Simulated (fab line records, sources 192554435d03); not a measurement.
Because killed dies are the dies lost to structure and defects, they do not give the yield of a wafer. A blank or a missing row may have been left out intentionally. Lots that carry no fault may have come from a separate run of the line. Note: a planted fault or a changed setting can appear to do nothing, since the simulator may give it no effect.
Split-lot study | flow n5Finfet | 7 lots, 21 wafers read, on a route of 1938 steps

== THE SPLIT ==
At N5_BEOL_M5_VIA_ETCH_34 (etches SiCOH lowk in C4F6/O2, target depth 88.3 nm, time 39.2 s), the setting biasW was moved away from the recipe's 185 W on 10 of the 21 wafers read, by -14.6% to +13.6%. All remaining wafers had this setting at the recipe value.

The split's own step is where the reading is taken.

== THE READING ==
rfVppV, in V, at N5_BEOL_M5_VIA_ETCH_34 (etches SiCOH lowk in C4F6/O2, target depth 88.3 nm, time 39.2 s). On this fab line, fault-free wafers typically give 669 V with a standard deviation of 8.7 V.

wafer  | tool, chamber at the split | biasW as run, W | against the recipe | rfVppV, V | against lot-mates on the recipe
L079.1 | rieDiel-06, 2              | 185             | recipe             | 677       | -
L079.2 | rieDiel-06, 1              | 198.3           | +7.2%              | 690       | +13
L079.5 | rieDiel-06, 0              | 198.3           | +7.2%              | 699       | +22
L080.1 | rieDiel-06, 2              | 158             | -14.6%             | 598       | -66
L080.3 | rieDiel-06, 0              | 185             | recipe             | 664       | -
L080.5 | rieDiel-06, 0              | 158             | -14.6%             | 585       | -79
L084.2 | rieDiel-06, 1              | 207.3           | +12.1%             | 715       | +36
L084.3 | rieDiel-06, 3              | 207.3           | +12.1%             | 737       | +58
L084.4 | rieDiel-06, 2              | 185             | recipe             | 679       | -
L088.1 | rieDiel-06, 2              | 185             | recipe             | 675       | -
L088.3 | rieDiel-06, 3              | 185             | recipe             | 673       | -
L088.4 | rieDiel-06, 0              | 185             | recipe             | 664       | -
L089.2 | rieDiel-01, 3              | 185             | recipe             | 670       | -
L089.3 | rieDiel-01, 0              | 210.1           | +13.6%             | 752       | +82
L089.6 | rieDiel-01, 2              | 210.1           | +13.6%             | 748       | +78
L091.3 | rieDiel-01, 3              | 185             | recipe             | 671       | -
L091.4 | rieDiel-01, 0              | 185             | recipe             | 680       | -
L091.6 | rieDiel-01, 2              | 185             | recipe             | 676       | -
L096.1 | rieDiel-06, 1              | 185             | recipe             | 653       | -
L096.3 | rieDiel-06, 3              | 198.5           | +7.3%              | 713       | +60
L096.4 | rieDiel-06, 0              | 198.5           | +7.3%              | 700       | +47

FIT RESULTS
A straight line over all 21 wafers: rfVppV changes by +5.2 V for each +1% of biasW; r = +0.97; the points scatter about the line by 9.5 V.
The same after taking each lot's own level away (the mean of its wafers on the recipe; 21 wafers): +4.99 V for each +1%; r = +0.96; scatter 11 V.
That fit puts the effect of the largest move of biasW on the reading at 73 V.
From 653.0 to 679.0 V: that is the span of the lots' own levels, equal to 3.0 times the standard deviation above.
Consequently the slope shifts little with the lot-to-lot level, the two slopes agreeing.
Check: with one of the wafers moved furthest among these (-14.6%) left out of the fit, the line predicts -76 V for it against its lot-mates. It came out at -66 V against them.
Tool readings at the split's step, against how far the setting was moved: rfVppV r = +0.97.

== THE OTHER SPLITS THESE WAFERS WENT THROUGH ==
Before the reading, these wafers also passed through other splits. Each is held against what the fit with the lots' levels taken away leaves over:
other split on the same wafers | wafers away from the commonest value | r with rfVppV (lot level and that fit taken away)
N5_BEOL_M2_EXPOSE_08 doseMj    | 6                                    | +0.39
N5_BEOL_M3_COAT_67 spinRpm     | 3                                    | +0.06
N5_BEOL_M3_COAT_22 spinRpm     | 3                                    | +0.00

== THE FILE'S OWN FIT ==
rfVppV changes by +4.99 V for each +1% of biasW, r = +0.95.
